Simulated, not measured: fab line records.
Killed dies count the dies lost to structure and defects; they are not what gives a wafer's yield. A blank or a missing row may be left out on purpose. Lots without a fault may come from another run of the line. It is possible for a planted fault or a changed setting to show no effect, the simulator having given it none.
Which tool is to blame?    flow n5Finfet    22 lots, 66 wafers sampled, at 6 steps of a route of 1938

WHAT EACH GAUGE READ, for each wafer
N5_BEOL_M10_CD_MEAS_35: target cd 70 nm. Usual: cdNm at 69.9 nm, with a standard deviation of 0.82.
lot   measured      on        cdNm (nm)       flag
L075  day 9 17:43   cdSem-01  70.8 71.1 71.5  
L074  day 10 01:46  cdSem-02  69.0 70.1 70.4  
L077  day 10 14:09  cdSem-02  69.3 69.4 69.9  
L076  day 10 14:26  cdSem-02  69.3 69.7 69.9  
L079  day 10 19:54  cdSem-03  69.8 68.2 68.2  
L078  day 11 02:10  cdSem-03  69.6 69.5 69.6  
L080  day 11 05:55  cdSem-02  71.4 70.7 71.5  
L081  day 11 06:30  cdSem-03  70.5 70.4 70.7  
L082  day 11 21:19  cdSem-01  69.6 68.0 69.4  
L083  day 11 23:53  cdSem-02  69.0 69.2 68.5  
L086  day 13 09:33  cdSem-03  68.4 69.2 69.7  
L087  day 13 10:59  cdSem-02  70.5 69.6 68.3  
L085  day 13 11:15  cdSem-03  69.5 69.7 70.5  
L088  day 14 03:16  cdSem-01  70.5 69.8 69.8  
L089  day 14 03:26  cdSem-03  70.4 69.6 70.3  
L091  day 14 03:37  cdSem-01  70.5 69.9 70.2  
L090  day 14 05:42  cdSem-03  70.6 71.4 70.2  
L093  day 14 10:34  cdSem-03  69.8 70.0 70.1  
L092  day 14 10:44  cdSem-03  70.7 70.8 70.3  
L094  day 14 11:08  cdSem-03  70.3 67.9 70.1  
L096  day 15 18:16  cdSem-01  71.3 69.4 69.3  
L097  day 16 07:17  cdSem-02  69.8 71.7 69.8  

N5_BEOL_M10_INSPECT_58: inspects for defects (darkfield). Usual: rawDefectCount at 76, with a standard deviation of 21.
lot   measured      on                rawDefectCount  flag
L075  day 9 20:00   defectInspect-02  84 81 73        
L074  day 10 03:39  defectInspect-02  91 120 105      
L077  day 10 16:07  defectInspect-02  63 55 64        
L076  day 10 16:25  defectInspect-02  55 96 111       
L079  day 10 23:55  defectInspect-02  63 110 57       
L078  day 11 04:38  defectInspect-02  78 102 96       
L080  day 11 08:10  defectInspect-01  39 50 72        
L081  day 11 10:07  defectInspect-02  127 99 74       
L082  day 12 00:46  defectInspect-01  56 56 60        
L083  day 12 01:53  defectInspect-02  83 58 60        
L086  day 13 12:35  defectInspect-01  66 84 66        
L087  day 13 12:58  defectInspect-02  76 63 75        
L085  day 13 14:19  defectInspect-01  55 38 62        
L088  day 14 06:02  defectInspect-02  55 68 66        
L089  day 14 05:45  defectInspect-01  98 90 81        
L091  day 14 07:17  defectInspect-01  58 55 48        
L090  day 14 07:48  defectInspect-01  80 73 38        
L093  day 14 13:07  defectInspect-02  51 80 47        
L092  day 14 14:41  defectInspect-01  78 76 77        
L094  day 14 15:07  defectInspect-02  108 89 76       
L096  day 15 21:22  defectInspect-01  68 81 91        
L097  day 16 09:56  defectInspect-01  68 85 73        

N5_BEOL_M11_THK_MEAS_01. Usual: M11_ILD_THK gives 269 nm (standard deviation 3.8).
lot   measured      on            M11_ILD_THK (nm)  flag
L075  day 9 20:43   filmMetro-01  269 264 276       
L074  day 10 04:17  filmMetro-01  270 265 275       
L077  day 10 16:44  filmMetro-01  270 275 273       
L076  day 10 17:02  filmMetro-02  268 266 272       
L079  day 11 00:34  filmMetro-01  269 267 274       
L078  day 11 05:16  filmMetro-02  267 262 268       
L080  day 11 08:48  filmMetro-01  267 273 271       
L081  day 11 10:47  filmMetro-01  258 267 273       
L082  day 12 01:25  filmMetro-01  269 266 272       
L083  day 12 02:31  filmMetro-01  265 265 270       
L086  day 13 13:42  filmMetro-02  266 268 274       
L087  day 13 14:07  filmMetro-02  269 269 274       
L085  day 13 14:58  filmMetro-01  263 271 267       
L088  day 14 06:40  filmMetro-01  270 272 275       
L089  day 14 06:29  filmMetro-02  268 273 269       
L091  day 14 07:55  filmMetro-02  260 267 267       
L090  day 14 08:26  filmMetro-01  265 272 274       
L093  day 14 13:44  filmMetro-02  261 271 265       
L092  day 14 15:19  filmMetro-01  271 274 268       
L094  day 14 15:44  filmMetro-01  270 269 272       
L096  day 15 22:02  filmMetro-02  272 278 275       
L097  day 16 10:34  filmMetro-01  272 271 275       

WHICH TOOL RAN EACH LOT (tool, then ch and the chambers of the sampled wafers, then the start)
lot   N5_BEOL_M10_ETCH_65                N5_BEOL_M10_STRIP_36               N5_BEOL_M10_ETCH_41
L075  rieDiel-04 ch 0,1,3, day 9 17:06   rieDiel-04 ch 0,1,3, day 9 17:20   rieDiel-04 ch 0,1,3, day 9 17:43 or earlier
L074  rieDiel-04 ch 0,2,3, day 10 01:03  rieDiel-04 ch 0,2,3, day 10 01:17  rieDiel-04 ch 0,2,3, day 10 01:46 or earlier
L077  rieDiel-03 ch 0,1,3, day 10 13:34  rieDiel-03 ch 0,1,3, day 10 13:47  rieDiel-03 ch 0,1,3, day 10 14:09 or earlier
L076  rieDiel-04 ch 0,1,2, day 10 13:50  rieDiel-04 ch 0,1,2, day 10 14:04  rieDiel-04 ch 0,1,2, day 10 14:26 or earlier
L079  rieDiel-05 ch 0,2,3, day 10 19:11  rieDiel-05 ch 0,2,3, day 10 19:26  rieDiel-05 ch 0,2,3, day 10 19:54 or earlier
L078  rieDiel-04 ch 0,1,2, day 11 01:28  rieDiel-04 ch 0,1,2, day 11 01:42  rieDiel-04 ch 0,1,2, day 11 02:10 or earlier
L080  rieDiel-05 ch 1,2,3, day 11 05:17  rieDiel-05 ch 1,2,3, day 11 05:32  rieDiel-05 ch 1,2,3, day 11 05:55 or earlier
L081  rieDiel-05 ch 0,1,3, day 11 05:52  rieDiel-05 ch 0,1,3, day 11 06:05  rieDiel-05 ch 0,1,3, day 11 06:30 or earlier
L082  rieDiel-04 ch 0,1,2, day 11 20:43  rieDiel-04 ch 0,1,2, day 11 20:56  rieDiel-04 ch 0,1,2, day 11 21:19 or earlier
L083  rieDiel-03 ch 1,2,3, day 11 23:16  rieDiel-03 ch 1,2,3, day 11 23:31  rieDiel-03 ch 1,2,3, day 11 23:53 or earlier
L086  rieDiel-03 ch 0,1,3, day 13 08:56  rieDiel-03 ch 0,1,3, day 13 09:11  rieDiel-03 ch 0,1,3, day 13 09:33 or earlier
L087  rieDiel-05 ch 0,1, day 13 10:22    rieDiel-05 ch 0,1, day 13 10:36    rieDiel-05 ch 0,1, day 13 10:59 or earlier
L085  rieDiel-03 ch 0,2,3, day 13 10:38  rieDiel-03 ch 0,2,3, day 13 10:52  rieDiel-03 ch 0,2,3, day 13 11:15 or earlier
L088  rieDiel-03 ch 0,1,3, day 14 02:40  rieDiel-03 ch 0,1,3, day 14 02:53  rieDiel-03 ch 0,1,3, day 14 03:16 or earlier
L089  rieDiel-04 ch 0,1,3, day 14 02:49  rieDiel-04 ch 0,1,3, day 14 03:04  rieDiel-04 ch 0,1,3, day 14 03:26 or earlier
L091  rieDiel-05 ch 0,3, day 14 03:01    rieDiel-05 ch 0,3, day 14 03:15    rieDiel-05 ch 0,3, day 14 03:37 or earlier
L090  rieDiel-03 ch 0,3, day 14 05:05    rieDiel-03 ch 0,3, day 14 05:19    rieDiel-03 ch 0,3, day 14 05:42 or earlier
L093  rieDiel-04 ch 0,2,3, day 14 09:57  rieDiel-04 ch 0,2,3, day 14 10:11  rieDiel-04 ch 0,2,3, day 14 10:34 or earlier
L092  rieDiel-03 ch 0,2,3, day 14 10:07  rieDiel-03 ch 0,2,3, day 14 10:21  rieDiel-03 ch 0,2,3, day 14 10:44 or earlier
L094  rieDiel-05 ch 0,3, day 14 10:31    rieDiel-05 ch 0,3, day 14 10:46    rieDiel-05 ch 0,3, day 14 11:08 or earlier
L096  rieDiel-03 ch 0,1, day 15 17:38    rieDiel-03 ch 0,1, day 15 17:53    rieDiel-03 ch 0,1, day 15 18:16 or earlier
L097  rieDiel-03 ch 0,2, day 16 06:40    rieDiel-03 ch 0,2, day 16 06:54    rieDiel-03 ch 0,2, day 16 07:17 or earlier
- N5_BEOL_M10_ETCH_65: etches SiARC in CF4, target depth 39 nm, time 65 s.
- N5_BEOL_M10_STRIP_36: strips in N2/H2.
- N5_BEOL_M10_ETCH_41: etches SiCN in CH3F/O2, target depth 42.6 nm, time 86 s.

WHAT THE TOOLS THEMSELVES READ (means of the sampled wafers that have a number; where no wafer has one, the mark that the record gives instead)
N5_BEOL_M10_ETCH_65. Usual: cf4FlowSccm 99.97 sccm, standard deviation 0.3; chamberPressureMTorr 40.00 mTorr, standard deviation 0.038; drypumpMotorCurrentA 5.6 A, standard deviation 0.44; etchRfOnTimeS 64.8 s, standard deviation 2.2; oesProductAu 0.70 a.u., standard deviation 0.073; rfVppV 183.9 V, standard deviation 1; showerheadPlenumPTorr 2.13 Torr, standard deviation 0.046; throttleValvePct 15.63 %, standard deviation 0.18.
lot   tool        cf4FlowSccm (sccm)  chamberPressureMTorr (mTorr)  drypumpMotorCurrentA (A)  etchRfOnTimeS (s)  oesProductAu (a.u.)  rfVppV (V)  showerheadPlenumPTorr (Torr)  throttleValvePct (%)  flag
L075  rieDiel-04  100.22              40.03                         5.5                       64.4               0.67                 184.1       2.14                          15.63                 
L074  rieDiel-04  99.89               40.00                         5.5                       63.2               0.70                 184.3       2.14                          15.57                 
L077  rieDiel-03  99.64               39.98                         5.9                       65.3               0.75                 184.3       2.15                          15.51                 
L076  rieDiel-04  99.78               39.98                         5.2                       63.9               0.72                 184.0       2.11                          15.60                 
L079  rieDiel-05  100.08              39.99                         5.7                       67.7               0.60                 183.1       2.10                          15.76                 
L078  rieDiel-04  99.59               40.02                         5.2                       63.3               0.72                 183.1       2.11                          15.60                 
L080  rieDiel-05  99.92               39.98                         5.5                       65.7               0.66                 184.4       2.15                          15.73                 
L081  rieDiel-05  99.89               39.95                         5.7                       66.0               0.65                 183.2       2.11                          15.81                 
L082  rieDiel-04  100.10              40.00                         5.2                       63.2               0.71                 184.6       2.10                          15.62                 
L083  rieDiel-03  99.87               40.00                         5.7                       64.0               0.75                 184.5       2.16                          15.55                 
L086  rieDiel-03  100.18              40.01                         5.9                       64.5               0.72                 183.7       2.14                          15.57                 
L087  rieDiel-05  100.37              40.01                         5.5                       65.2               0.68                 183.2       2.12                          15.71                 
L085  rieDiel-03  99.94               39.99                         5.5                       64.2               0.76                 184.2       2.16                          15.52                 
L088  rieDiel-03  99.90               39.97                         5.9                       64.8               0.70                 183.9       2.14                          15.58                 
L089  rieDiel-04  99.86               39.99                         5.5                       63.8               0.72                 184.1       2.13                          15.55                 
L091  rieDiel-05  99.69               40.02                         5.9                       66.7               0.58                 182.6       2.09                          15.99                 
L090  rieDiel-03  100.04              40.02                         5.6                       63.6               0.73                 184.2       2.15                          15.56                 
L093  rieDiel-04  99.79               39.95                         5.5                       63.4               0.72                 184.3       2.13                          15.47                 
L092  rieDiel-03  100.16              40.01                         5.6                       62.7               0.75                 184.7       2.15                          15.54                 
L094  rieDiel-05  100.14              40.00                         6.0                       67.4               0.57                 182.7       2.05                          15.90                 
L096  rieDiel-03  99.80               39.97                         6.1                       66.7               0.66                 184.0       2.12                          15.63                 
L097  rieDiel-03  100.23              39.97                         5.7                       64.8               0.73                 183.7       2.13                          15.54                 

N5_BEOL_M10_STRIP_36. Usual: chamberPressureMTorr 20.00 mTorr, standard deviation 0.042; drypumpMotorCurrentA 5.6 A, standard deviation 0.44; h2FlowSccm 200.0 sccm, standard deviation 0.61; oesProductAu 0.81 a.u., standard deviation 0.08; rfVppV 59.0 V, standard deviation 1.9; showerheadPlenumPTorr 2.53 Torr, standard deviation 0.057; tempC 39.99 C, standard deviation 0.11; throttleValvePct 23.8 %, standard deviation 0.38.
lot   tool        chamberPressureMTorr (mTorr)  drypumpMotorCurrentA (A)  h2FlowSccm (sccm)  oesProductAu (a.u.)  rfVppV (V)  showerheadPlenumPTorr (Torr)  tempC (C)  throttleValvePct (%)  flag
L075  rieDiel-04  19.99                         5.5                       200.6              0.79                 59.1        2.55                          39.96      23.8                  
L074  rieDiel-04  19.97                         5.5                       200.1              0.79                 58.5        2.54                          39.97      23.7                  
L077  rieDiel-03  19.99                         5.9                       200.6              0.88                 57.8        2.55                          40.01      23.7                  
L076  rieDiel-04  19.99                         5.2                       199.9              0.83                 59.7        2.51                          40.03      23.7                  
L079  rieDiel-05  20.00                         5.7                       200.1              0.72                 58.6        2.49                          40.08      23.8                  
L078  rieDiel-04  19.98                         5.2                       199.7              0.84                 58.3        2.51                          39.88      23.7                  
L080  rieDiel-05  20.02                         5.5                       199.7              0.76                 59.2        2.56                          39.95      24.1                  
L081  rieDiel-05  20.00                         5.7                       199.6              0.75                 58.1        2.51                          40.01      23.9                  
L082  rieDiel-04  20.01                         5.2                       199.8              0.83                 58.0        2.50                          40.05      23.8                  
L083  rieDiel-03  19.98                         5.7                       200.0              0.87                 57.4        2.58                          40.01      23.7                  
L086  rieDiel-03  20.01                         5.8                       200.4              0.83                 58.3        2.54                          39.88      23.7                  
L087  rieDiel-05  20.01                         5.5                       199.7              0.80                 59.7        2.53                          39.94      24.1                  
L085  rieDiel-03  19.98                         5.5                       199.2              0.89                 58.0        2.55                          40.02      23.6                  
L088  rieDiel-03  20.04                         5.9                       200.4              0.83                 60.2        2.54                          40.01      23.8                  
L089  rieDiel-04  19.99                         5.4                       199.9              0.84                 57.8        2.53                          40.02      23.7                  
L091  rieDiel-05  19.98                         5.9                       200.1              0.68                 57.6        2.47                          39.99      23.7                  
L090  rieDiel-03  19.99                         5.6                       200.7              0.84                 60.4        2.55                          40.04      23.9                  
L093  rieDiel-04  20.02                         5.5                       199.8              0.84                 58.5        2.53                          40.04      23.7                  
L092  rieDiel-03  19.99                         5.5                       199.7              0.87                 59.5        2.55                          40.06      23.6                  
L094  rieDiel-05  20.04                         6.0                       200.2              0.68                 58.2        2.43                          39.92      23.7                  
L096  rieDiel-03  20.00                         6.2                       200.0              0.80                 61.0        2.52                          40.00      23.6                  
L097  rieDiel-03  20.06                         5.7                       200.1              0.87                 60.4        2.50                          40.00      23.4                  

N5_BEOL_M10_ETCH_41. Usual: CH3F_flow_sccm 30.00 sccm, standard deviation 0.084; chamberPressureMTorr 30.001 mTorr, standard deviation 0.029; drypumpMotorCurrentA 5.6 A, standard deviation 0.44; oesProductAu 0.81 a.u., standard deviation 0.085; rfVppV 297.0 V, standard deviation 1.3; showerheadPlenumPTorr 1.99 Torr, standard deviation 0.047; throttleValvePct 16.35 %, standard deviation 0.18.
lot   tool        CH3F_flow_sccm (sccm)  chamberPressureMTorr (mTorr)  drypumpMotorCurrentA (A)  oesProductAu (a.u.)  rfVppV (V)  showerheadPlenumPTorr (Torr)  throttleValvePct (%)  flag
L075  rieDiel-04  30.03                  30.016                        5.5                       0.79                 297.3       2.01                          16.37                 
L074  rieDiel-04  30.04                  30.009                        5.5                       0.81                 297.8       2.00                          16.32                 
L077  rieDiel-03  30.02                  29.994                        5.8                       0.88                 297.4       2.01                          16.25                 
L076  rieDiel-04  29.98                  29.983                        5.2                       0.85                 297.1       1.97                          16.36                 
L079  rieDiel-05  29.97                  30.006                        5.7                       0.70                 295.5       1.96                          16.44                 
L078  rieDiel-04  29.97                  29.989                        5.2                       0.83                 297.4       1.97                          16.37                 
L080  rieDiel-05  30.02                  30.010                        5.5                       0.76                 297.5       2.01                          16.48                 
L081  rieDiel-05  30.01                  30.009                        5.7                       0.75                 296.9       1.97                          16.52                 
L082  rieDiel-04  29.95                  29.984                        5.2                       0.82                 297.0       1.97                          16.38                 
L083  rieDiel-03  29.99                  30.000                        5.7                       0.88                 298.1       2.02                          16.24                 
L086  rieDiel-03  29.94                  29.981                        5.8                       0.83                 296.7       2.00                          16.28                 
L087  rieDiel-05  29.99                  30.016                        5.5                       0.80                 297.0       1.99                          16.48                 
L085  rieDiel-03  30.05                  30.002                        5.6                       0.89                 296.4       2.00                          16.19                 
L088  rieDiel-03  30.02                  29.994                        5.9                       0.84                 297.0       2.00                          16.29                 
L089  rieDiel-04  30.07                  30.011                        5.4                       0.84                 297.6       2.00                          16.28                 
L091  rieDiel-05  29.93                  30.026                        5.9                       0.67                 295.7       1.94                          16.64                 
L090  rieDiel-03  29.96                  30.021                        5.6                       0.84                 298.3       2.01                          16.28                 
L093  rieDiel-04  29.99                  30.024                        5.5                       0.84                 297.6       1.99                          16.24                 
L092  rieDiel-03  29.92                  30.012                        5.5                       0.87                 297.2       2.00                          16.22                 
L094  rieDiel-05  30.01                  29.964                        5.9                       0.67                 296.1       1.91                          16.55                 
L096  rieDiel-03  29.97                  30.022                        6.2                       0.79                 297.7       1.99                          16.34                 
L097  rieDiel-03  30.04                  30.013                        5.7                       0.85                 296.0       1.97                          16.19                 

THE ANSWER, worked out from the rows above alone
Rule: a lot counts as off when the mean over its wafers that have a number is more than 3 standard deviations away from the usual mean. A lot without any number at a reading at which 4 lots or more have one is off too. Where the step has rows for the other lots, those lots are counted as sound. The gauges are gone through in route order, then the tools' own readings, and for those a lot's mean is taken as printed above. At the first step where some lot is off, the reading lying furthest off is the one used; lots without a number count as furthest.
Across all readings shown, no lot is off: no conclusion can be drawn from this.

WHAT WAS PUT IN BY THE SIMULATOR
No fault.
